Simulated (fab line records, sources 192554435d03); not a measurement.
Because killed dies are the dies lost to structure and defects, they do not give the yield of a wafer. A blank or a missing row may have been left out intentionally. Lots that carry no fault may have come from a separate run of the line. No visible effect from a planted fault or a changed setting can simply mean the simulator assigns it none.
Which tool was responsible? :: flow n5 finfet :: 31 wafers from 11 lots sampled at 3 of the route's 1938 steps

WHAT EACH GAUGE READ, for each wafer
N5_BEOL_M6_CD_MEAS_35: target cd 40 nm, target cd y 28 nm.
lot: L911
measured: day 12 22:44
on: cd sem-02
cd nm (nm): 41.8 41.4 42.0

lot: L909
measured: day 13 03:47
on: cd sem-02
cd nm (nm): 40.6 39.7 39.7

lot: L913
measured: day 13 11:16
on: cd sem-02
cd nm (nm): 42.1 40.8 40.4

lot: L919
measured: day 15 06:36
on: cd sem-03
cd nm (nm): 39.2 40.0 39.2

lot: L921
measured: day 15 08:32
on: cd sem-01
cd nm (nm): 39.1 39.7 38.7

lot: L926
measured: day 16 06:53
on: cd sem-03
cd nm (nm): 39.8 40.3

lot: L928
measured: day 17 11:52
on: cd sem-02
cd nm (nm): 40.8 40.5

lot: L929
measured: day 17 22:05
on: cd sem-03
cd nm (nm): 40.9 41.0 40.1

lot: L930
measured: day 17 22:48
on: cd sem-01
cd nm (nm): 40.4 40.9 41.2

lot: L931
measured: day 18 02:50
on: cd sem-02
cd nm (nm): 41.6 41.5 42.3

lot: L932
measured: day 18 12:01
on: cd sem-03
cd nm (nm): 39.5 40.9 40.7

EACH LOT AND THE TOOL THAT RAN IT (in order: tool; ch and the chambers of the sampled wafers; start)
lot: L911
N5_BEOL_M6_DESCUM_33: rie diel-01 ch 0,3, day 12 22:09
N5_BEOL_M6_ETCH_41: rie diel-01 ch 0,3, day 12 22:27

lot: L909
N5_BEOL_M6_DESCUM_33: rie diel-01 ch 0,1, day 13 03:12
N5_BEOL_M6_ETCH_41: rie diel-01 ch 0,1, day 13 03:31

lot: L913
N5_BEOL_M6_DESCUM_33: rie diel-05 ch 0,3, day 13 10:41
N5_BEOL_M6_ETCH_41: rie diel-05 ch 0,3, day 13 10:59

lot: L919
N5_BEOL_M6_DESCUM_33: rie diel-01 ch 0,1, day 15 06:01
N5_BEOL_M6_ETCH_41: rie diel-01 ch 0,1, day 15 06:19

lot: L921
N5_BEOL_M6_DESCUM_33: rie diel-01 ch 1,2,3, day 15 07:56
N5_BEOL_M6_ETCH_41: rie diel-01 ch 1,2,3, day 15 08:14

lot: L926
N5_BEOL_M6_DESCUM_33: rie diel-05 ch 1,3, day 16 06:19
N5_BEOL_M6_ETCH_41: rie diel-05 ch 1,3, day 16 06:38

lot: L928
N5_BEOL_M6_DESCUM_33: rie diel-05 ch 2,3, day 17 11:17
N5_BEOL_M6_ETCH_41: rie diel-05 ch 2,3, day 17 11:35

lot: L929
N5_BEOL_M6_DESCUM_33: rie diel-05 ch 0,1,3, day 17 21:30
N5_BEOL_M6_ETCH_41: rie diel-05 ch 0,1,3, day 17 21:49

lot: L930
N5_BEOL_M6_DESCUM_33: rie diel-05 ch 1,2,3, day 17 22:14
N5_BEOL_M6_ETCH_41: rie diel-05 ch 1,2,3, day 17 22:32

lot: L931
N5_BEOL_M6_DESCUM_33: rie diel-04 ch 0,3, day 18 02:15
N5_BEOL_M6_ETCH_41: rie diel-04 ch 0,3, day 18 02:33

lot: L932
N5_BEOL_M6_DESCUM_33: rie diel-05 ch 0,2, day 18 11:25
N5_BEOL_M6_ETCH_41: rie diel-05 ch 0,2, day 18 11:44
- N5_BEOL_M6_DESCUM_33: chemistry O2, time 7 s.
- N5_BEOL_M6_ETCH_41: etches SiCN in CH3F/O2, target depth 29.7 nm, time 52 s.

THE ANSWER, worked out from the rows above alone
Rule: usual is defined by the lots themselves. Put in order of their means at a reading, lots are off if they are a third of the lots or fewer, leave a main group of 4 or more, and stand apart from it by a gap of 3 or more times the standard deviation of the main group's means; of several such gaps the widest counts. A main group whose means are all the same, to the digits that the tables above print for the reading, isn't used. Also off: a lot with no number at a reading for which 4 or more lots have one. The other lots that the step has rows for count as sound.
None of the lots is off at any reading shown; this tells nothing.

WHAT HAD BEEN PUT IN BY THE SIMULATOR
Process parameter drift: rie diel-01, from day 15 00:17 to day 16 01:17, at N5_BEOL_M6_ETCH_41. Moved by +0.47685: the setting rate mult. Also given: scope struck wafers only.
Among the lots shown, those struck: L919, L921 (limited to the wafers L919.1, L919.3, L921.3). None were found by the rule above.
